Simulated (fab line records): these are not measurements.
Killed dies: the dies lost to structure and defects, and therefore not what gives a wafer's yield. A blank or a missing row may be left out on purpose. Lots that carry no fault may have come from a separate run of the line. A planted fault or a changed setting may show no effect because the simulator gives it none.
Chamber matching || flow n5 finfet || N5_BEOL_M12_DESCUM_15 on rie diel-03: 4 sister chambers
The step chemistry O2, time 7.9 s. 4 wafers are shown with their chamber, then 7 later ones without.

== WAFERS PAIRED WITH THEIR CHAMBERS ==
{"wafer": "L080.2", "chamber": 0, "drypump motor current A (A)": 6.0}
{"wafer": "L080.5", "chamber": 1, "drypump motor current A (A)": 5.8}
{"wafer": "L088.1", "chamber": 3, "drypump motor current A (A)": 5.1}
{"wafer": "L088.2", "chamber": 2, "drypump motor current A (A)": 5.6}

== WAFERS MISSING THEIR CHAMBER ==
{"wafer": "L088.3", "drypump motor current A (A)": 6.0}
{"wafer": "L092.1", "drypump motor current A (A)": 5.1}
{"wafer": "L092.4", "drypump motor current A (A)": 5.6}
{"wafer": "L092.5", "drypump motor current A (A)": 5.1}
{"wafer": "L094.1", "drypump motor current A (A)": 5.7}
{"wafer": "L094.5", "drypump motor current A (A)": 5.1}
{"wafer": "L094.6", "drypump motor current A (A)": 5.7}

== THE CHAMBER EACH PASSED THROUGH ==
{"wafer": "L088.3", "from the rows above": 0, "in truth": 0}
{"wafer": "L092.1", "from the rows above": 3, "in truth": 3}
{"wafer": "L092.4", "from the rows above": 2, "in truth": 2}
{"wafer": "L092.5", "from the rows above": 3, "in truth": 3}
{"wafer": "L094.1", "from the rows above": "can't be placed: 1 or 2", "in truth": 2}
{"wafer": "L094.5", "from the rows above": 3, "in truth": 3}
{"wafer": "L094.6", "from the rows above": "can't be placed: 1 or 2", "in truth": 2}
Placed correctly: 5 of 7. From these rows, 2 cannot be placed; in 2 the true chamber is one of the candidates. Wrongly placed: 0.
How it was worked out, from the rows above alone: a wafer's distance from a chamber is the root of the sum, over the readings, of the square of ((its reading less the chamber's mean) divided by the reading's scatter). If the next closest chamber is less than 2 further off than the closest, the wafer can't be placed; otherwise it belongs to the closest. The mean given for a chamber averages the wafers shown for that chamber. The scatter: with one shown wafer a chamber, the root of the mean of the squares of how far each hidden wafer lies from its nearest shown one.
